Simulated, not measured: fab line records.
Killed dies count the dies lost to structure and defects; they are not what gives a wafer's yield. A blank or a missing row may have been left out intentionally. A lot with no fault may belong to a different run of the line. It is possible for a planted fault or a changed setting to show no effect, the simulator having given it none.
Chamber matching    flow n5 finfet    N5_BEOL_M3_ALD_98 on ald sin-03: 4 sister chambers
The step deposits SiO2, target thk 2.5 nm, pulse time 1 s, co reactant pulse time 1 s. 20 wafers are shown with their chamber, then 10 later ones without.

== WAFERS, EACH WITH ITS CHAMBER ==
wafer   chamber  heater power w (W)  precursor pulse height rel
L074.2  0        70                  0.995
L074.5  1        80                  1.004
L074.6  0        71                  1.001
L076.3  3        89                  1.006
L076.5  2        66                  1.014
L076.6  1        83                  1.005
L079.1  0        72                  0.978
L079.4  1        81                  1.020
L079.5  1        83                  1.015
L078.1  1        84                  1.003
L078.2  0        71                  1.015
L078.6  3        90                  1.013
L081.1  2        67                  1.016
L081.2  1        80                  1.027
L081.5  3        86                  0.998
L086.3  0        69                  1.012
L086.5  3        85                  0.968
L086.6  2        68                  0.987
L092.2  2        68                  1.023
L092.4  3        88                  1.013

SIGNATURES, as means of the wafers listed above
reading                     chamber 0  chamber 1  chamber 2  chamber 3  scatter within a chamber
heater power w              70.60      81.83      67.25      87.60      1.58
precursor pulse height rel  1.00020    1.01233    1.01000    0.99960    0.0148
Rule: distance of a wafer from a chamber = root of the sum over the readings of ((wafer's reading minus chamber's mean) / reading's scatter) squared. The wafer belongs to the nearest chamber; if the next one is less than 2 further off, it can't be placed. The scatter: take each reading less its chamber's mean, square it, sum over the shown wafers, divide by the number of wafers less the number of chambers, and take the root.

== WAFERS WHOSE CHAMBER IS MISSING ==
wafer   heater power w (W)  precursor pulse height rel
L092.5  67                  1.010
L094.3  86                  1.010
L094.4  70                  0.997
L094.6  87                  0.986
L096.2  68                  1.014
L096.3  71                  1.004
L096.5  79                  1.018
L097.1  81                  1.003
L097.4  68                  0.975
L097.5  67                  0.970

== EACH ONE'S CHAMBER ==
wafer   from the rows above      in truth
L092.5  2                        2
L094.3  can't be placed: 3 or 1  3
L094.4  can't be placed: 0 or 2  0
L094.6  3                        3
L096.2  can't be placed: 2 or 0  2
L096.3  0                        0
L096.5  1                        1
L097.1  1                        1
L097.4  can't be placed: 0 or 2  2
L097.5  can't be placed: 2 or 0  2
5 of 10 placed correctly. Unplaceable from these rows: 5, with the true chamber sitting among the candidates in 5. Placed wrongly: 0.
